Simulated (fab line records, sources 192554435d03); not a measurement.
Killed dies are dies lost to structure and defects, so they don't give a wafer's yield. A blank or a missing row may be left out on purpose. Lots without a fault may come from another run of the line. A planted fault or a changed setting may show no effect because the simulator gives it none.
Which tool did it? | flow n5_finfet | 10 lots, 30 wafers sampled, at 4 steps of a route of 1938

WHAT THE GAUGES READ, wafer by wafer
N5_BEOL_M10_THK_MEAS_53: measures by xrf.
lot  | measured     | on            | M10_THK (nm)
L075 | day 10 08:30 | film_metro-02 | 142 143 143
L078 | day 10 23:05 | film_metro-02 | 149 140 151
L079 | day 11 08:08 | film_metro-02 | 150 137 149
L081 | day 11 11:41 | film_metro-01 | 142 146 148
L082 | day 12 07:39 | film_metro-02 | 144 141 140
L086 | day 12 14:22 | film_metro-01 | 146 135 145
L089 | day 13 10:39 | film_metro-01 | 146 144 130
L091 | day 14 04:46 | film_metro-01 | 149 147 148
L093 | day 14 17:59 | film_metro-02 | 146 145 140
L094 | day 15 06:56 | film_metro-02 | 139 150 142

WHICH TOOL RAN EACH LOT (tool, then ch and the chambers of the sampled wafers, then the start)
lot  | N5_BEOL_M10_DESCUM_16              | N5_BEOL_M10_STRIP_67               | N5_BEOL_M10_SURFACE_TREAT_76
L075 | rie_diel-04 ch 2,3, day 10 02:30   | rie_diel-04 ch 2,3, day 10 02:44   | pvd_sputter-01, day 10 07:12
L078 | rie_diel-05 ch 0,2,3, day 10 16:04 | rie_diel-05 ch 0,2,3, day 10 16:17 | pvd_sputter-02, day 10 21:44
L079 | rie_diel-04 ch 0,3, day 11 02:48   | rie_diel-04 ch 0,3, day 11 03:02   | pvd_sputter-03, day 11 07:05
L081 | rie_diel-01 ch 0,1,3, day 11 06:48 | rie_diel-01 ch 0,1,3, day 11 07:02 | pvd_sputter-02, day 11 10:39
L082 | rie_diel-04 ch 0,1,3, day 12 02:41 | rie_diel-04 ch 0,1,3, day 12 02:55 | pvd_sputter-01, day 12 06:23
L086 | rie_diel-01 ch 0,3, day 12 09:23   | rie_diel-01 ch 0,3, day 12 09:37   | pvd_sputter-01, day 12 12:46
L089 | rie_diel-05 ch 1,2,3, day 13 03:55 | rie_diel-05 ch 1,2,3, day 13 04:08 | pvd_sputter-01, day 13 08:52
L091 | rie_diel-04 ch 0,1,2, day 13 22:34 | rie_diel-04 ch 0,1,2, day 13 22:47 | pvd_sputter-01, day 14 02:53
L093 | rie_diel-05 ch 0,1,3, day 14 11:07 | rie_diel-05 ch 0,1,3, day 14 11:21 | pvd_sputter-02, day 14 16:56
L094 | rie_diel-01 ch 1,3, day 15 02:39   | rie_diel-01 ch 1,3, day 15 02:53   | pvd_sputter-02, day 15 05:29
- N5_BEOL_M10_DESCUM_16: chemistry O2, time 7.9 s.
- N5_BEOL_M10_STRIP_67: strips in CF4.
- N5_BEOL_M10_SURFACE_TREAT_76

THE ANSWER, worked out from the rows above alone
Rule: what is usual is taken from the lots themselves. Put in order of their means at a reading, lots are off if they are a third of the lots or fewer, leave a main group of 4 or more, and stand apart from it by a gap of 3 or more times the standard deviation of the main group's means; of several such gaps the widest counts. A main group whose means are all the same, to the digits that the tables above print for the reading, isn't used. A lot without any number at a reading at which 4 lots or more have one is off too. The other lots that the step has rows for count as sound.
No lot is off at any reading shown: from this, nothing can be told.

WHAT THE SIMULATOR HAD PUT IN
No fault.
